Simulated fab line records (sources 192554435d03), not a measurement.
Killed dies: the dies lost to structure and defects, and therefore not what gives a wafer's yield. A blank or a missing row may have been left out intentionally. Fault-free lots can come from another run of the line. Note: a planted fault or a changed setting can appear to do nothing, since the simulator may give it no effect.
Matching of chambers | flow n5-finfet | 4 sister chambers for N5_HKMG_FIN_ALD_71 on ald-metal-04
The step deposits TiN, target thk 1 nm, pulse time 1 s, purge time 3 s. 14 wafers are shown with their chamber, then 7 later ones without.

## WAFERS PAIRED WITH THEIR CHAMBERS
wafer  | chamber | heater-power-w (W) | precursor-pulse-height-rel
L075.2 | 0       | 1052               | 1.022
L075.3 | 1       | 780                | 0.987
L075.6 | 0       | 1089               | 1.029
L078.1 | 0       | 1092               | 1.003
L078.2 | 3       | 975                | 1.034
L078.5 | 1       | 780                | 1.011
L079.1 | 0       | 1070               | 0.989
L079.5 | 2       | 764                | 1.019
L079.6 | 1       | 798                | 0.966
L081.3 | 1       | 778                | 1.030
L081.4 | 3       | 989                | 0.997
L081.5 | 1       | 769                | 0.990
L094.2 | 2       | 753                | 1.003
L094.3 | 3       | 959                | 0.987

SIGNATURES (averages over the wafers above)
reading                    | chamber 0 | chamber 1 | chamber 2 | chamber 3 | scatter within a chamber
heater-power-w             | 1075.75   | 781.00    | 758.50    | 974.33    | 14.1
precursor-pulse-height-rel | 1.01075   | 0.99680   | 1.01100   | 1.00600   | 0.0218
Rule: distance of a wafer from a chamber = root of the sum over the readings of ((wafer's reading minus chamber's mean) / reading's scatter) squared. If the next closest chamber is less than 2 further off than the closest, the wafer can't be placed; otherwise it belongs to the closest. The scatter is the square root of a quotient: the sum, over the shown wafers, of each reading's squared deviation from its chamber's mean, divided by wafers minus chambers.

## WAFERS WHOSE CHAMBER IS MISSING
wafer  | heater-power-w (W) | precursor-pulse-height-rel
L094.5 | 759                | 0.999
L095.4 | 755                | 0.970
L095.5 | 1078               | 1.009
L095.6 | 785                | 1.043
L097.1 | 1086               | 1.018
L097.3 | 765                | 1.003
L097.4 | 750                | 1.007

## WHICH CHAMBER EACH ONE RAN IN
wafer  | from the rows above     | in truth
L094.5 | can't be placed: 2 or 1 | 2
L095.4 | can't be placed: 2 or 1 | 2
L095.5 | 0                       | 0
L095.6 | can't be placed: 1 or 2 | 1
L097.1 | 0                       | 0
L097.3 | can't be placed: 2 or 1 | 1
L097.4 | can't be placed: 2 or 1 | 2
Placed correctly: 2 of 7. Can't be placed from these rows: 5 (the true chamber is among the candidates in 5). Wrongly placed: 0.
